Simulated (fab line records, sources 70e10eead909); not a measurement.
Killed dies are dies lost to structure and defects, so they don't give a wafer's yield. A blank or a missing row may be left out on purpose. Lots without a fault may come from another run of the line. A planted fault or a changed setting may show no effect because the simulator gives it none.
fab line records | flow nand_harc
record lots=5 wafers=14 last_day=23
route steps=1159 shown P_START@1 P_ZERO_WELL@2
lots that met no fault: from a run of the same line without faults
start_h: hours from the record's first day to the start of the lot's first wafer shown | wait_h: hours since the lot's step before | " the same as in the row above | L1.1+2: a row that stands for several wafers | - no value, or no start given | * or withheld: withheld | < > ~ a bound
route shown NAME@n: a module of which the file shows steps, and the number in the route of the first | usual: mean/standard deviation of fault-free wafers | same: alike in all rows | chamber/n: place in a boat | sites: the reading at each site | _std_site: their standard deviation | _edge_site: outer sites' mean less inner sites' | radius_mm: how far each site lies from the wafer's centre | mask NAME#n: copy n | behind: the tool/chamber that last shaped the wafer | hold: why the lot was held/for how many hours/how that ended | device: the transistor (n, p or np) that didn't switch | end of line: the same wafers' tests at the end of the route | a step without rows: its recipe alone | killed: dies lost to structure and defects at the first sort, not the wafer's yield | map: a wafer's dies, x killed, . not, _ none there
set.NAME: the setting as run; set.NAME@STEP: as run at that earlier step | model.NAME: the simulator's own value behind a step, which no gauge read
lots at some steps of the route; a table a step, a row a wafer
services: from which hour (start_h, from the record's first day; less than 0 if before it) a tool's chamber was out of use, for how many hours, and why
## steps
# step NHARC_P_START_INSPECT_01
# usual raw_defect_count=3.6/1.7
# columns lot.wafer tool chamber start_h wait_h raw_defect_count
L910.4 defect_inspect-02 - 30.04 - 3
L910.5 " - " " 2
L910.6 " - " " 4
L912.4 defect_inspect-01 - 42.05 - 0
L912.5 " - " " 2
L912.6 " - " " 3
L922.3 defect_inspect-01 - 102.04 - 2
L922.4 " - " " 5
L924.1 defect_inspect-01 - 114.04 - 3
L924.3 " - " " 5
L924.4 " - " " 4
L926.1 defect_inspect-01 - 126.04 - 4
L926.4 " - " " 6
L926.5 " - " " 4
# step NHARC_P_ZERO_WELL_PRECLEAN_00
# recipe time_s=600 temp_c=120 chemistry=SPM
# step NHARC_P_ZERO_WELL_SRD_01
# step NHARC_P_ZERO_WELL_PECVD_02
# recipe target_thk_a=100 temp_c=400 pressure_torr=6.5 rf_w=withheld teos_flow_sccm=withheld flow_sccm=2650 target_thk_nm=10 gas=O2 material=SiO2
# step NHARC_P_ZERO_WELL_DEHYDRATE_03
# recipe temp_c=150 time_s=120
# step NHARC_P_ZERO_WELL_HMDS_04
# recipe time_s=30
# step NHARC_P_ZERO_WELL_COAT_64
# recipe temp_c=200 time_s=65
# step NHARC_P_ZERO_WELL_COAT_05
# recipe spin_rpm=2000 resist_thk_nm=600
# step NHARC_P_ZERO_WELL_SOFTBAKE_06
# recipe temp_c=125 time_s=70
# step NHARC_P_ZERO_WELL_EBR_07
# step NHARC_P_ZERO_WELL_EXPOSE_08
# recipe na=0.55 target_cd_nm=500 dose_mj=33.8 mask_id=P_ZERO
# step NHARC_P_ZERO_WELL_PEB_09
# recipe peb_temp_c=128 peb_time_s=80
# columns lot.wafer tool chamber start_h wait_h
L910.4+5+6 litho_track-03 0 31.54 0.0
L912.4+5+6 litho_track-05 0 43.04 0.0
L922.3+4 litho_track-03 0 103.03 0.1
L924.1+3+4 litho_track-02 0 115.15 0.1
L926.1+4+5 litho_track-02 0 127.04 0.1
# step NHARC_P_ZERO_WELL_DEVELOP_10
# recipe time_s=50 dev_temp_c=22
# step NHARC_P_ZERO_WELL_CD_MEAS_11
# recipe target_cd_nm=500 landing_energy_ev=500
# usual cd_nm=499.1/1.8
# columns lot.wafer tool chamber start_h wait_h cd_nm
L910.4 cd_sem-03 0 31.63 - 500.3
L910.5 " 0 " " 498.5
L910.6 " 0 " " 499.1
L912.4 cd_sem-02 0 43.13 - 496.5
L912.5 " 0 " " 497.2
L912.6 " 0 " " 496.0
L922.3 cd_sem-01 0 103.12 - 497.2
L922.4 " 0 " " 504.9
L924.1 cd_sem-02 0 115.24 - 503.1
L924.3 " 0 " " 498.1
L924.4 " 0 " " 500.6
L926.1 cd_sem-01 0 127.13 - 497.2
L926.4 " 0 " " 497.4
L926.5 " 0 " " 499.8
# step NHARC_P_ZERO_WELL_HARDBAKE_12
# recipe temp_c=118 time_s=65
## services
# columns tool chamber start_h hours kind
litho_track-03 - 38.00 7.0 pm
litho_track-05 - 62.00 7.0 pm
## key
first_sign step=NHARC_P_ZERO_WELL_CD_MEAS_11 reading=cd_nm direction=up sigmas=3.2 usual=499.1 struck=504.9
effect none on later readings
met_at NHARC_P_ZERO_WELL_PEB_09
struck_wafers L922.4
tester_left_out L922
onset_between 31.54 103.03
fault kind=process_parameter_drift tool=litho_track-03 chamber=- onset_h=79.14 steps=NHARC_P_ZERO_WELL_PEB_09 channel=peb_time_s offset=* shape=step end_h=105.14 scope=struck_wafers_only acts_in=* stated=*
# tester_left_out: of these lots the tester's yield and bins aren't shown, on N5 and GAA mostly nor the transistor test; their killed dies are dies lost to structure and defects alone, not to doping, threshold or leakage, so they don't give the yield
